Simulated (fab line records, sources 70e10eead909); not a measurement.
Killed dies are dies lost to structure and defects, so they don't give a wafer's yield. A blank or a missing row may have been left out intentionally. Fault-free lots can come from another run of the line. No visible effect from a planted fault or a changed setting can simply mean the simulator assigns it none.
The tool behind it: which one? | flow nand-harc | Sampling: 14 lots, 42 wafers, 5 of 1302 route steps

## WHAT THE GAUGES SHOWED, per wafer
NHARC_END_SORT_01. Usual: killed-at-array 62, standard deviation 20; killed-at-other 0.8, standard deviation 1.1; killed-at-periphery 3.5, standard deviation 2.4; killed-dies 66, standard deviation 21; killed-open 3.5, standard deviation 1.9; killed-short 2.5, standard deviation 1.7.
lot  | measured     | on        | killed-at-array | killed-at-other | killed-at-periphery | killed-dies | killed-open | killed-short | flag
L929 | day 25 05:00 | prober-02 | 24 27 26        | 0 0 0           | 1 2 2               | 25 29 28    | 3 4 0       | 1 4 3        |
L934 | day 26 00:33 | prober-02 | 47 51 44        | 1 2 1           | 4 4 1               | 52 57 46    | 6 4 2       | 2 3 6        |
L937 | day 27 10:05 | prober-01 | 37 32 32        | 1 1 4           | 3 3 2               | 41 36 38    | 4 6 2       | 5 2 2        |
L936 | day 27 10:03 | prober-02 | 93 79 86        | 0 0 0           | 0 0 2               | 93 79 88    | 7 4 5       | 7 4 3        |
L935 | day 27 19:41 | prober-01 | 91 88 90        | 1 1 1           | 3 4 4               | 95 93 95    | 3 3 3       | 1 3 2        |
L938 | day 27 19:41 | prober-02 | 58 70 85        | 2 1 1           | 3 0 0               | 63 71 86    | 5 11 1      | 4 1 3        |
L939 | day 29 16:10 | prober-01 | 53 47 53        | 1 2 1           | 8 6 5               | 62 55 59    | 2 3 1       | 5 1 4        |
L941 | day 29 16:53 | prober-02 | 83 74 85        | 0 1 0           | 2 0 1               | 85 75 86    | 4 2 5       | 3 1 3        |
L940 | day 30 00:39 | prober-02 | 78 83 77        | 1 0 0           | 5 9 3               | 84 92 80    | 3 3 4       | 2 4 3        |
L942 | day 30 00:05 | prober-01 | 50 50 39        | 0 0 0           | 3 3 6               | 53 53 45    | 2 2 4       | 0 1 1        |
L943 | day 30 10:47 | prober-01 | 25 21 21        | 0 0 0           | 3 1 6               | 28 22 27    | 4 1 2       | 4 2 4        |
L947 | day 31 00:34 | prober-02 | 132 154 128     | 6 1 1           | 5 1 4               | 143 156 133 | 4 3 0       | 5 2 5        | OFF
L946 | day 31 11:14 | prober-02 | 138 125 143     | 0 4 0           | 3 7 4               | 141 136 147 | 2 5 3       | 3 2 1        | OFF
L948 | day 33 11:44 | prober-01 | 67 56 60        | 0 0 0           | 6 4 5               | 73 60 65    | 4 2 2       | 3 2 1        |

## TOOL THAT RAN EACH LOT (tool first, then ch and the chambers of the sampled wafers, then the start)
lot  | NHARC_A_CONTACT_ETCH_126             | NHARC_THIN_TSV_PVD_19                   | NHARC_THIN_TSV_PVD_51                   | NHARC_THIN_TSV_STRIP_56
L929 | har-cap-etch-01 ch 0,1, day 22 13:50 | pvd-sputter-02, day 24 19:01 or earlier | pvd-sputter-02, day 24 19:01 or earlier | plasma-asher-01 ch 0,1, day 24 19:01
L934 | har-cap-etch-02 ch 0,1, day 23 16:56 | pvd-sputter-02, day 25 14:15 or earlier | pvd-sputter-02, day 25 14:15 or earlier | plasma-asher-02 ch 0, day 25 14:15
L937 | har-cap-etch-01 ch 0,1, day 24 23:55 | pvd-sputter-01, day 27 02:43 or earlier | pvd-sputter-01, day 27 02:43 or earlier | plasma-asher-01 ch 0,1, day 27 02:43
L936 | har-cap-etch-03 ch 0,1, day 25 00:58 | pvd-sputter-01, day 27 01:40 or earlier | pvd-sputter-01, day 27 01:40 or earlier | plasma-asher-02 ch 0,1, day 27 01:40
L935 | har-cap-etch-01 ch 0, day 25 07:48   | pvd-sputter-01, day 27 09:49 or earlier | pvd-sputter-01, day 27 09:49 or earlier | plasma-asher-02 ch 0,1, day 27 09:49
L938 | har-cap-etch-01 ch 0,1, day 25 11:32 | pvd-sputter-02, day 27 11:07 or earlier | pvd-sputter-02, day 27 11:07 or earlier | plasma-asher-01 ch 0,1, day 27 11:07
L939 | har-cap-etch-02 ch 0,1, day 27 02:58 | pvd-sputter-02, day 29 05:20 or earlier | pvd-sputter-02, day 29 05:20 or earlier | plasma-asher-02 ch 0,1, day 29 05:20
L941 | har-cap-etch-03 ch 0, day 27 06:41   | pvd-sputter-01, day 29 08:22 or earlier | pvd-sputter-01, day 29 08:22 or earlier | plasma-asher-02 ch 0,1, day 29 08:22
L940 | har-cap-etch-01 ch 0,1, day 27 07:52 | pvd-sputter-03, day 29 12:55 or earlier | pvd-sputter-03, day 29 12:55 or earlier | plasma-asher-01 ch 0,1, day 29 12:55
L942 | har-cap-etch-02 ch 0,1, day 27 10:51 | pvd-sputter-02, day 29 14:13 or earlier | pvd-sputter-02, day 29 14:13 or earlier | plasma-asher-02 ch 0,1, day 29 14:13
L943 | har-cap-etch-02 ch 0,1, day 28 02:03 | pvd-sputter-02, day 30 01:58 or earlier | pvd-sputter-02, day 30 01:58 or earlier | plasma-asher-02 ch 0,1, day 30 01:58
L947 | har-cap-etch-03 ch 0,1, day 28 13:39 | pvd-sputter-01, day 30 15:42 or earlier | pvd-sputter-01, day 30 15:42 or earlier | plasma-asher-01 ch 1, day 30 15:42
L946 | har-cap-etch-03 ch 0,1, day 29 01:19 | pvd-sputter-02, day 31 02:07 or earlier | pvd-sputter-02, day 31 02:07 or earlier | plasma-asher-01 ch 0,1, day 31 02:07
L948 | har-cap-etch-01 ch 0,1, day 30 12:07 | pvd-sputter-01, day 32 19:31 or earlier | pvd-sputter-01, day 32 19:31 or earlier | plasma-asher-01 ch 0,1, day 32 19:31
- NHARC_A_CONTACT_ETCH_126: etches the open film in C4F8/O2/Ar, time 197 s, target depth 1918 nm.
- NHARC_THIN_TSV_PVD_19: deposits TaN, target thk 20 nm.
- NHARC_THIN_TSV_PVD_51: deposits Cu, target thk 100 nm.
- NHARC_THIN_TSV_STRIP_56: strips in O2.

## AS READ BY THE TOOLS THEMSELVES (means over the sampled wafers that have a number; for cases with no such wafer, the mark the record gives instead)
NHARC_THIN_TSV_PVD_19. Usual: 29.6 % for throttle-valve-pct, sd 1.1.
lot  | tool           | throttle-valve-pct (%) | flag
L929 | pvd-sputter-02 | 29.9                   |
L934 | pvd-sputter-02 | 28.9                   |
L937 | pvd-sputter-01 | 29.7                   |
L936 | pvd-sputter-01 | 29.6                   |
L935 | pvd-sputter-01 | 29.3                   |
L938 | pvd-sputter-02 | 28.9                   |
L939 | pvd-sputter-02 | 29.4                   |
L941 | pvd-sputter-01 | 29.9                   |
L940 | pvd-sputter-03 | 30.0                   |
L942 | pvd-sputter-02 | 29.9                   |
L943 | pvd-sputter-02 | 29.1                   |
L947 | pvd-sputter-01 | 29.8                   |
L946 | pvd-sputter-02 | 29.5                   |
L948 | pvd-sputter-01 | 29.7                   |

NHARC_THIN_TSV_PVD_51. Usual: 29.7 % for throttle-valve-pct, sd 1.2.
lot  | tool           | throttle-valve-pct (%) | flag
L929 | pvd-sputter-02 | 29.7                   |
L934 | pvd-sputter-02 | 30.1                   |
L937 | pvd-sputter-01 | 30.2                   |
L936 | pvd-sputter-01 | 29.4                   |
L935 | pvd-sputter-01 | 29.9                   |
L938 | pvd-sputter-02 | 28.7                   |
L939 | pvd-sputter-02 | 29.2                   |
L941 | pvd-sputter-01 | 29.7                   |
L940 | pvd-sputter-03 | 29.7                   |
L942 | pvd-sputter-02 | 29.9                   |
L943 | pvd-sputter-02 | 29.3                   |
L947 | pvd-sputter-01 | 29.7                   |
L946 | pvd-sputter-02 | 29.2                   |
L948 | pvd-sputter-01 | 30.3                   |

NHARC_THIN_TSV_STRIP_56. Usual: drypump-motor-current-A 5.7 A, standard deviation 0.77; heater-power-w 356 W, standard deviation 21.
lot  | tool            | drypump-motor-current-A (A) | heater-power-w (W) | flag
L929 | plasma-asher-01 | 6.0                         | 375                |
L934 | plasma-asher-02 | 4.7                         | 359                |
L937 | plasma-asher-01 | 6.0                         | 380                |
L936 | plasma-asher-02 | 5.3                         | 336                |
L935 | plasma-asher-02 | 5.3                         | 337                |
L938 | plasma-asher-01 | 5.7                         | 375                |
L939 | plasma-asher-02 | 5.3                         | 342                |
L941 | plasma-asher-02 | 5.3                         | 337                |
L940 | plasma-asher-01 | 6.0                         | 377                |
L942 | plasma-asher-02 | 5.3                         | 337                |
L943 | plasma-asher-02 | 5.3                         | 338                |
L947 | plasma-asher-01 | 6.3                         | 375                |
L946 | plasma-asher-01 | 6.0                         | 373                |
L948 | plasma-asher-01 | 6.1                         | 374                |

## THE ANSWER, worked out from the rows above alone
Rule: lot off if the mean of its wafers having a number is beyond 3 standard deviations from the usual mean. Also off: a lot with no number at a reading for which 4 or more lots have one. Where the step has rows for the other lots, those lots are counted as sound. Order of review: gauges by route order, followed by the tools' own readings, for which a lot's mean as printed above is used. The first step at which some lot is off is used, and at that step the reading that is off furthest; a lot without a number counts as furthest.
Off, at NHARC_END_SORT_01 on killed-at-array: L947, L946.
A tool fits if, at a process step before that reading, it ran every lot that is off, and no sound lot after the first of them. Those tools and the gauges at NHARC_END_SORT_01 are tried in the same way. NHARC_THIN_TSV_PVD_19: start missing for some lots; hours and lot order therefore follow NHARC_THIN_TSV_STRIP_56. NHARC_THIN_TSV_PVD_51: start missing for some lots; hours and lot order therefore follow NHARC_THIN_TSV_STRIP_56. 2 tools fit, har-cap-etch-03 at NHARC_A_CONTACT_ETCH_126 and prober-02 at NHARC_END_SORT_01, so this cannot tell which one it is.

## WHAT THE SIMULATOR HAD INSERTED
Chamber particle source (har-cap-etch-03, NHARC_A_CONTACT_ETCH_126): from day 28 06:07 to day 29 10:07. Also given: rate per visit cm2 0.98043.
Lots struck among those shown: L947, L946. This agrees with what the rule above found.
